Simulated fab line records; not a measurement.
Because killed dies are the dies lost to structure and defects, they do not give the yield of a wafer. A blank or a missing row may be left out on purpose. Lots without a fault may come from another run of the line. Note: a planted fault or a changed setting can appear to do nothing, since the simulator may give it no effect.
Which tool is to blame? -- flow n5_finfet -- 15 lots with 43 wafers sampled at 9 steps, on a route of 1938 steps

WHAT THE GAUGES SHOWED, per wafer
N5_FIN_SAQP_CD_MEAS_27: the cd target is 20 nm. Usual: cd_nm reads 20.33 nm (standard deviation 0.23).
lot,measured,on,cd_nm (nm),flag
L153,day 2 00:34,cd_sem-01,20.41 20.33 20.06,
L154,day 2 06:13,cd_sem-01,19.93 20.51 19.99,
L157,day 3 01:04,cd_sem-03,20.23 20.10 20.11,
L158,day 3 08:34,cd_sem-03,20.41 20.19 19.99,
L159,day 3 12:49,cd_sem-02,20.79 20.33 20.21,
L160,day 3 18:35,cd_sem-03,20.17 19.97 20.04,
L161,day 4 01:06,cd_sem-02,20.53 20.19 20.09,
L162,day 4 06:26,cd_sem-02,20.35 20.52 20.03,
L165,day 5 02:35,cd_sem-03,20.65 20.02 20.61,
L166,day 5 08:11,cd_sem-03,20.22 20.59 20.39,
L167,day 5 13:08,cd_sem-02,20.44 20.08 20.65,
L168,day 5 18:47,cd_sem-03,20.26 20.34,
L169,day 6 01:30,cd_sem-03,20.18 20.54,
L175,day 7 13:05,cd_sem-03,20.35 20.05 20.41,
L176,day 7 18:05,cd_sem-02,20.68 20.16 20.00,

N5_FIN_SAQP_CD_MEAS_31: the cd target is 8 nm. Usual: cd_nm reads 8.12 nm (standard deviation 0.2).
lot,measured,on,cd_nm (nm),flag
L153,day 2 02:16,cd_sem-01,8.14 8.08 7.93,
L154,day 2 07:46,cd_sem-03,7.87 8.16 8.03,
L157,day 3 02:43,cd_sem-02,8.37 8.02 8.09,
L158,day 3 10:23,cd_sem-03,8.06 7.46 8.47,
L159,day 3 14:24,cd_sem-03,7.96 8.20 8.15,
L160,day 3 20:13,cd_sem-02,7.99 8.15 8.17,
L161,day 4 03:15,cd_sem-03,8.10 8.25 8.01,
L162,day 4 08:11,cd_sem-02,7.98 7.95 7.91,
L165,day 5 04:12,cd_sem-02,8.17 8.41 8.26,
L166,day 5 09:56,cd_sem-02,8.33 3.88 8.41,OFF
L167,day 5 14:59,cd_sem-03,7.78 8.30 8.20,
L168,day 5 20:49,cd_sem-03,4.31 8.52,OFF
L169,day 6 03:28,cd_sem-02,4.24 4.36,OFF
L175,day 7 14:43,cd_sem-01,7.99 7.93 7.82,
L176,day 7 19:57,cd_sem-01,8.16 8.13 8.29,

N5_FIN_SAQP_CD_MEAS_37: the cd target is 8 nm. Usual: cd_nm reads 8.15 nm (standard deviation 0.24).
lot,measured,on,cd_nm (nm),flag
L153,day 2 02:43,cd_sem-02,8.12 8.58 7.72,
L154,day 2 08:13,cd_sem-03,8.32 8.10 8.19,
L157,day 3 03:25,cd_sem-02,7.71 8.09 7.88,
L158,day 3 10:51,cd_sem-02,8.11 7.84 8.01,
L159,day 3 14:51,cd_sem-02,8.11 8.17 7.99,
L160,day 3 20:40,cd_sem-03,8.39 8.47 8.49,
L161,day 4 03:43,cd_sem-02,8.03 8.29 8.13,
L162,day 4 08:38,cd_sem-03,8.25 7.71 8.45,
L165,day 5 04:42,cd_sem-03,7.54 8.19 8.07,
L166,day 5 10:23,cd_sem-03,8.32 3.86 8.47,OFF
L167,day 5 15:29,cd_sem-03,8.04 8.22 7.98,
L168,day 5 21:16,cd_sem-03,4.08 8.28,OFF
L169,day 6 04:04,cd_sem-02,4.70 3.80,OFF
L175,day 7 15:11,cd_sem-01,8.07 7.99 8.27,
L176,day 7 20:25,cd_sem-03,7.94 8.41 8.23,

N5_STI_FIN_REVEAL_CD_MEAS_22: target cd 6.238 nm, pitch 28 nm. Usual: cd_nm reads 6.30 nm (standard deviation 0.27).
lot,measured,on,cd_nm (nm),flag
L153,day 2 13:10,cd_sem-01,5.85 5.81 6.16,
L154,day 2 18:44,cd_sem-03,6.55 6.16 6.07,
L157,day 3 15:49,cd_sem-02,6.50 6.20 6.29,
L158,day 3 21:42,cd_sem-03,6.05 6.41 5.93,
L159,day 4 02:05,cd_sem-02,6.37 6.37 6.36,
L160,day 4 06:58,cd_sem-02,6.41 6.84 6.69,
L161,day 4 13:55,cd_sem-02,6.73 6.39 6.00,
L162,day 4 19:18,cd_sem-03,5.96 6.03 5.98,
L165,day 5 14:50,cd_sem-02,6.12 6.42 6.44,
L166,day 5 20:34,cd_sem-03,6.27 2.42 6.88,OFF
L167,day 6 01:37,cd_sem-03,6.29 6.25 6.16,
L168,day 6 07:28,cd_sem-02,2.54 6.38,OFF
L169,day 6 14:49,cd_sem-03,2.62 2.56,OFF
L175,day 8 02:16,cd_sem-03,6.28 6.42 5.72,
L176,day 8 06:34,cd_sem-01,6.26 6.55 6.12,

N5_BEOL_M4_RC_MEAS_101. Usual: DIBL_N 36.4 mV/V, standard deviation 1.5; DIBL_P 36.6 mV/V, standard deviation 1.9; IOFF_N 0.155 nA/um, standard deviation 0.021; IOFF_N_85C 3.0 nA/um, standard deviation 0.35; IOFF_N_LIN 0.072 nA/um, standard deviation 0.0082; IOFF_P 0.211 nA/um, standard deviation 0.028; IOFF_P_85C 3.6 nA/um, standard deviation 0.4; IOFF_P_LIN 0.100 nA/um, standard deviation 0.011; ION_N 671 uA/um, standard deviation 8.6; ION_P 462 uA/um, standard deviation 5.8; SS_N 71.5 mV/dec, standard deviation 0.5; SS_P 73.4 mV/dec, standard deviation 0.58; VT_N 250.1 mV, standard deviation 2.4; VT_N_LVT 98.8 mV, standard deviation 2.5; VT_P -250.1 mV, standard deviation 3; VT_P_LVT -98.9 mV, standard deviation 2.6.
lot,measured,on,DIBL_N (mV/V),DIBL_P (mV/V),IOFF_N (nA/um),IOFF_N_85C (nA/um),IOFF_N_LIN (nA/um),IOFF_P (nA/um),IOFF_P_85C (nA/um),IOFF_P_LIN (nA/um),ION_N (uA/um),ION_P (uA/um),SS_N (mV/dec),SS_P (mV/dec),VT_N (mV),VT_N_LVT (mV),VT_P (mV),VT_P_LVT (mV),flag
L153,day 7 23:52,prober-02,35.7 35.3 35.8,35.0 35.4 34.5,0.134 0.138 0.142,2.7 2.8 2.9,0.065 0.067 0.069,0.193 0.200 0.189,3.4 3.5 3.3,0.095 0.098 0.094,674 667 685,457 464 461,71.2 71.4 71.5,72.5 72.0 72.8,250.6 248.9 250.2,100.0 98.7 98.3,-250.8 -251.9 -252.8,-98.4 -97.4 -98.9,
L154,day 8 08:29,prober-01,35.7 36.7 35.8,35.7 36.6 35.5,0.152 0.157 0.149,2.9 3.0 2.9,0.071 0.074 0.069,0.207 0.215 0.198,3.6 3.7 3.5,0.100 0.103 0.097,677 676 664,464 468 460,71.3 71.8 71.7,73.3 73.8 74.5,249.9 249.4 251.1,100.0 100.9 100.9,-250.3 -251.7 -249.5,-100.2 -101.1 -100.3,
L157,day 8 18:59,prober-02,35.9 34.8 36.2,35.7 34.6 35.7,0.146 0.130 0.145,2.9 2.6 2.9,0.068 0.063 0.069,0.173 0.158 0.171,3.1 2.9 3.1,0.084 0.078 0.082,668 665 664,450 448 456,71.1 70.9 70.9,73.6 73.4 73.4,250.3 251.9 248.6,99.1 99.7 98.3,-254.6 -256.9 -255.1,-104.2 -105.3 -103.5,
L158,day 8 22:37,prober-01,34.9 34.0 33.9,34.8 33.9 33.5,0.137 0.129 0.126,2.8 2.6 2.6,0.066 0.063 0.063,0.224 0.204 0.202,3.8 3.5 3.5,0.111 0.105 0.101,657 661 660,464 463 466,70.6 70.9 71.0,72.8 72.6 72.7,254.1 256.0 249.6,101.9 102.8 101.7,-246.3 -251.0 -251.1,-96.8 -98.6 -99.2,
L159,day 9 15:51,prober-02,36.5 34.8 36.1,36.7 33.9 36.1,0.155 0.126 0.144,3.1 2.6 2.9,0.073 0.061 0.067,0.208 0.179 0.205,3.6 3.2 3.6,0.100 0.092 0.100,673 664 669,460 459 462,71.6 71.2 71.3,73.4 72.0 73.7,250.9 250.4 252.1,98.8 100.9 99.4,-250.0 -253.1 -252.4,-99.0 -100.1 -98.8,
L160,day 9 16:14,prober-01,37.1 36.5 36.7,38.8 37.6 38.3,0.171 0.168 0.163,3.3 3.2 3.2,0.078 0.078 0.077,0.237 0.222 0.237,4.0 3.8 4.0,0.111 0.105 0.111,675 674 675,466 463 464,72.0 71.3 71.5,73.4 73.5 73.5,248.3 247.9 249.0,98.1 97.4 98.4,-246.5 -247.4 -246.5,-98.4 -98.2 -97.6,
L161,day 9 22:48,prober-01,35.8 37.2 34.7,36.1 38.0 35.6,0.159 0.187 0.134,3.1 3.5 2.7,0.075 0.085 0.065,0.205 0.236 0.195,3.5 4.0 3.4,0.099 0.109 0.096,677 683 658,461 462 456,71.3 71.7 70.5,73.3 73.5 73.3,249.3 245.6 251.4,98.4 96.0 101.7,-251.5 -248.7 -252.2,-99.8 -98.5 -100.5,
L162,day 10 08:18,prober-02,37.3 36.9 38.4,36.8 34.5 37.2,0.157 0.142 0.170,3.0 2.7 3.2,0.073 0.065 0.077,0.208 0.175 0.222,3.6 3.1 3.8,0.098 0.088 0.104,676 670 679,460 454 466,71.5 71.5 71.0,73.1 72.3 73.1,250.6 249.8 250.6,99.6 101.3 99.2,-246.9 -251.8 -248.8,-99.6 -100.9 -97.7,
L165,day 10 20:49,prober-01,34.5 38.3 37.3,32.8 37.4 35.7,0.128 0.196 0.183,2.6 3.7 3.5,0.063 0.089 0.083,0.193 0.279 0.255,3.4 4.6 4.3,0.096 0.127 0.119,666 681 686,461 475 479,70.5 71.3 72.2,73.8 73.9 73.6,250.2 242.4 245.2,100.2 94.6 95.0,-249.4 -240.7 -242.6,-99.4 -92.9 -94.4,
L166,day 11 04:31,prober-01,36.8 12.6 37.2,35.7 1.9 35.9,0.153 0.005 0.162,3.0 0.2 3.1,0.070 0.004 0.072,0.200 0.013 0.203,3.5 0.3 3.5,0.095 0.013 0.096,669 488 672,461 369 461,71.3 66.3 72.4,73.3 64.5 72.8,250.2 310.0 247.5,95.8 155.6 95.0,-250.9 -286.5 -250.6,-97.8 -132.9 -97.5,OFF
L167,day 11 04:29,prober-02,36.9 36.0 34.8,36.7 35.0 33.6,0.175 0.158 0.136,3.4 3.1 2.8,0.080 0.074 0.063,0.236 0.202 0.183,4.0 3.6 3.2,0.110 0.100 0.092,675 670 655,459 460 455,70.7 71.4 71.3,73.8 73.5 72.8,246.6 248.5 252.5,95.9 97.6 100.0,-248.5 -249.7 -252.3,-96.0 -98.7 -99.8,
L168,day 11 13:08,prober-02,12.9 37.5,3.9 38.4,0.005 0.169,0.2 3.3,0.004 0.077,0.015 0.252,0.4 4.2,0.015 0.116,489 690,374 474,66.6 71.5,65.4 74.4,306.0 245.7,155.2 98.1,-286.1 -248.6,-131.2 -95.2,OFF
L169,day 12 09:46,prober-01,13.8 14.4,5.0 5.9,0.006 0.006,0.2 0.2,0.004 0.005,0.017 0.019,0.4 0.5,0.016 0.017,492 494,374 382,66.8 66.7,65.5 65.3,305.6 305.1,157.9 156.6,-284.8 -280.9,-135.3 -132.6,OFF
L175,day 13 09:25,prober-01,32.6 34.9 34.2,33.7 35.5 34.8,0.128 0.152 0.143,2.6 2.9 2.8,0.061 0.071 0.068,0.168 0.209 0.188,3.1 3.8 3.4,0.086 0.102 0.092,670 677 679,469 471 467,71.4 71.3 71.7,72.8 73.7 73.1,252.5 249.9 251.6,99.1 97.3 97.9,-250.6 -246.6 -253.1,-101.7 -97.1 -99.8,
L176,day 13 20:34,prober-02,37.5 36.8 38.2,37.3 37.3 38.1,0.160 0.155 0.175,3.2 3.1 3.5,0.075 0.075 0.081,0.168 0.173 0.183,3.1 3.2 3.3,0.080 0.082 0.085,675 675 691,452 458 461,72.1 70.9 71.8,73.6 73.6 73.1,248.8 248.2 247.3,96.7 97.4 95.9,-257.4 -256.5 -256.1,-104.0 -103.4 -103.1,

WHICH TOOL RAN EACH LOT (tool, then ch and the chambers of the sampled wafers, then the start)
lot,N5_FIN_SAQP_SPACER1_ALD_24,N5_FIN_SAQP_SPACER2_ALD_28,N5_FIN_SAQP_MANDREL2_REMOVE_60,N5_FIN_SAQP_HM_CD_35
L153,"ald_sin-02 ch 0,2,3, day 1 23:31","ald_sin-02 ch 0,2,3, day 2 01:41","rie_si-06 ch 0,2,3, day 2 02:10","cd_sem-03, day 2 02:32"
L154,"ald_sin-02 ch 0,1,3, day 2 05:18","ald_sin-03 ch 1,2,3, day 2 07:14","rie_si-04 ch 0,2,3, day 2 07:39","cd_sem-02, day 2 08:02"
L157,"ald_sin-02 ch 1,2,3, day 3 00:09","ald_sin-03 ch 0,1,3, day 3 02:11","rie_si-06 ch 0,1,3, day 3 02:37","cd_sem-02, day 3 03:14"
L158,"ald_sin-03 ch 0,1,2, day 3 07:38","ald_sin-03 ch 0,1,3, day 3 09:38","rie_si-04 ch 0,2,3, day 3 10:17","cd_sem-03, day 3 10:40"
L159,"ald_sin-02 ch 0,1,3, day 3 11:53","ald_sin-01 ch 1,2,3, day 3 13:52","rie_si-04 ch 0,3, day 3 14:17","cd_sem-02, day 3 14:40"
L160,"ald_sin-01 ch 0,1, day 3 17:40","ald_sin-01 ch 1,2, day 3 19:36","rie_si-04 ch 1,2, day 3 20:07","cd_sem-03, day 3 20:29"
L161,"ald_sin-01 ch 2,3, day 4 00:11","ald_sin-02 ch 0,1,2, day 4 02:44","rie_si-04 ch 0,1,3, day 4 03:08","cd_sem-03, day 4 03:31"
L162,"ald_sin-02 ch 1,3, day 4 05:22","ald_sin-02 ch 0,3, day 4 07:38","rie_si-06 ch 1,3, day 4 08:04","cd_sem-02, day 4 08:27"
L165,"ald_sin-02 ch 0,2,3, day 5 01:39","ald_sin-03 ch 1,2,3, day 5 03:40","rie_si-02 ch 0,3, day 5 04:05","cd_sem-03, day 5 04:30"
L166,"ald_sin-02 ch 0,2,3, day 5 07:02","ald_sin-03 ch 0,2,3, day 5 09:24","rie_si-06 ch 2,3, day 5 09:49","cd_sem-03, day 5 10:12"
L167,"ald_sin-02 ch 1,2,3, day 5 12:14","ald_sin-01 ch 0,2,3, day 5 14:17","rie_si-06 ch 0,1,3, day 5 14:52","cd_sem-03, day 5 15:18"
L168,"ald_sin-01 ch 1,3, day 5 17:51","ald_sin-03 ch 0,1, day 5 20:14","rie_si-02 ch 2, day 5 20:42","cd_sem-03, day 5 21:05"
L169,"ald_sin-02 ch 0,1, day 6 00:35","ald_sin-03 ch 0,2, day 6 02:43","rie_si-02 ch 1,3, day 6 03:21","cd_sem-03, day 6 03:53"
L175,"ald_sin-01 ch 2,3, day 7 12:10","ald_sin-02 ch 0,3, day 7 14:11","rie_si-04 ch 0,2, day 7 14:35","cd_sem-03, day 7 15:00"
L176,"ald_sin-01 ch 0,1,2, day 7 17:10","ald_sin-01 ch 0,1,2, day 7 19:06","rie_si-06 ch 0,1,2, day 7 19:50","cd_sem-01, day 7 20:14"
- N5_FIN_SAQP_SPACER1_ALD_24: deposits SiO2, target thk 20.3 nm, pulse time 1 s, purge time 2 s.
- N5_FIN_SAQP_SPACER2_ALD_28: deposits SiO2, target thk 8.1 nm, pulse time 1 s, purge time 2 s.
- N5_FIN_SAQP_MANDREL2_REMOVE_60: chemistry HBr/Cl2/O2, target a-Si, stops on SiNx, bt time 10 s.
- N5_FIN_SAQP_HM_CD_35: target cd 8 nm.

AS READ BY THE TOOLS THEMSELVES (means over the sampled wafers that have a number; for cases with no such wafer, the mark the record gives instead)
N5_FIN_SAQP_SPACER1_ALD_24. Usual: heater_power_w 487 W, standard deviation 49; precursor_pulse_height_rel 0.998, standard deviation 0.02; susceptor_temp_C 300.03 C, standard deviation 0.2.
lot,tool,heater_power_w (W),precursor_pulse_height_rel,susceptor_temp_C (C),flag
L153,ald_sin-02,513,1.010,300.04,
L154,ald_sin-02,515,0.998,299.99,
L157,ald_sin-02,478,0.986,300.16,
L158,ald_sin-03,457,1.006,300.02,
L159,ald_sin-02,513,1.001,300.07,
L160,ald_sin-01,522,1.007,299.86,
L161,ald_sin-01,461,1.001,299.91,
L162,ald_sin-02,475,0.996,299.98,
L165,ald_sin-02,509,0.987,299.76,
L166,ald_sin-02,511,0.988,300.05,
L167,ald_sin-02,475,1.022,299.98,
L168,ald_sin-01,464,0.993,300.18,
L169,ald_sin-02,504,0.994,300.09,
L175,ald_sin-01,440,1.010,300.06,
L176,ald_sin-01,499,1.004,299.89,

N5_FIN_SAQP_SPACER2_ALD_28. Usual: heater_power_w 469 W, standard deviation 47; precursor_pulse_height_rel 1.002, standard deviation 0.021; susceptor_temp_C 299.98 C, standard deviation 0.19.
lot,tool,heater_power_w (W),precursor_pulse_height_rel,susceptor_temp_C (C),flag
L153,ald_sin-02,510,0.988,300.12,
L154,ald_sin-03,472,1.003,299.83,
L157,ald_sin-03,450,1.028,300.11,
L158,ald_sin-03,456,1.005,300.01,
L159,ald_sin-01,471,0.993,299.91,
L160,ald_sin-01,473,1.010,299.93,
L161,ald_sin-02,485,0.999,300.19,
L162,ald_sin-02,550,1.030,300.11,
L165,ald_sin-03,469,0.999,299.88,
L166,ald_sin-03,440,0.998,299.92,
L167,ald_sin-01,475,1.013,299.85,
L168,ald_sin-03,468,1.004,299.86,
L169,ald_sin-03,429,1.002,300.12,
L175,ald_sin-02,551,0.978,299.96,
L176,ald_sin-01,501,1.021,299.91,

N5_FIN_SAQP_MANDREL2_REMOVE_60. Usual: O2_flow_sccm 5.001 sccm, standard deviation 0.014; drypump_motor_current_A 5.8 A, standard deviation 0.48; oes_product_au 1.004 a.u., standard deviation 0.013; throttle_valve_pct 36.7 %, standard deviation 0.3.
lot,tool,O2_flow_sccm (sccm),drypump_motor_current_A (A),oes_product_au (a.u.),throttle_valve_pct (%),flag
L153,rie_si-06,5.007,5.4,1.000,36.7,
L154,rie_si-04,5.025,5.8,1.001,36.8,
L157,rie_si-06,4.999,5.7,1.002,36.5,
L158,rie_si-04,4.992,5.8,0.995,36.8,
L159,rie_si-04,4.981,5.9,1.001,36.9,
L160,rie_si-04,4.991,6.0,1.006,36.7,
L161,rie_si-04,4.999,6.1,1.004,37.0,
L162,rie_si-06,5.007,5.3,1.004,36.5,
L165,rie_si-02,4.980,5.5,0.997,37.0,
L166,rie_si-06,5.015,5.1,0.995,36.6,
L167,rie_si-06,5.008,5.7,1.004,36.5,
L168,rie_si-02,5.008,6.2,1.021,36.6,
L169,rie_si-02,5.005,6.1,1.018,36.5,
L175,rie_si-04,5.009,5.8,1.007,36.8,
L176,rie_si-06,4.992,5.7,0.997,36.5,

N5_FIN_SAQP_HM_CD_35. Usual: cd_nm reads 8.17 nm (standard deviation 0.19).
lot,tool,cd_nm (nm),flag
L153,cd_sem-03,8.08,
L154,cd_sem-02,8.10,
L157,cd_sem-02,8.25,
L158,cd_sem-03,8.18,
L159,cd_sem-02,8.15,
L160,cd_sem-03,8.20,
L161,cd_sem-03,7.96,
L162,cd_sem-02,8.08,
L165,cd_sem-03,8.24,
L166,cd_sem-03,7.05,OFF
L167,cd_sem-03,8.00,
L168,cd_sem-03,6.25,OFF
L169,cd_sem-03,4.49,OFF
L175,cd_sem-03,8.23,
L176,cd_sem-01,8.00,

THE ANSWER, worked out from the rows above alone
Rule: a lot counts as off when the mean over its wafers that have a number is more than 3 standard deviations away from the usual mean. Also off: a lot with no number at a reading for which 4 or more lots have one. Where the step has rows for the other lots, those lots are counted as sound. First the gauges in route order, then the tools' own readings, where a lot's mean is used as printed above. The first step at which some lot is off is used, and at that step the reading that is off furthest; a lot without a number counts as furthest.
Off: L166, L168, L169, at N5_FIN_SAQP_CD_MEAS_31 (cd_nm).
If a tool, at a process step before that reading, ran all the lots that are off and no sound lot after the first of them, it fits. Not tried: the gauges at N5_FIN_SAQP_CD_MEAS_31; whatever is off there is also off at N5_BEOL_M4_RC_MEAS_101, on other tools, and gauge error can't account for it. One fits: ald_sin-03 at N5_FIN_SAQP_SPACER2_ALD_28. A fault onset in the window from L165 (day 5 03:40, its last sound lot) to L166 (day 5 09:24, its first lot off) fits.

WHAT THE SIMULATOR HAD INSERTED
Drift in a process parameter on ald_sin-03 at N5_FIN_SAQP_SPACER2_ALD_28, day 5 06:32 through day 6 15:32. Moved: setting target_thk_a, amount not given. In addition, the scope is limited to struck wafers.
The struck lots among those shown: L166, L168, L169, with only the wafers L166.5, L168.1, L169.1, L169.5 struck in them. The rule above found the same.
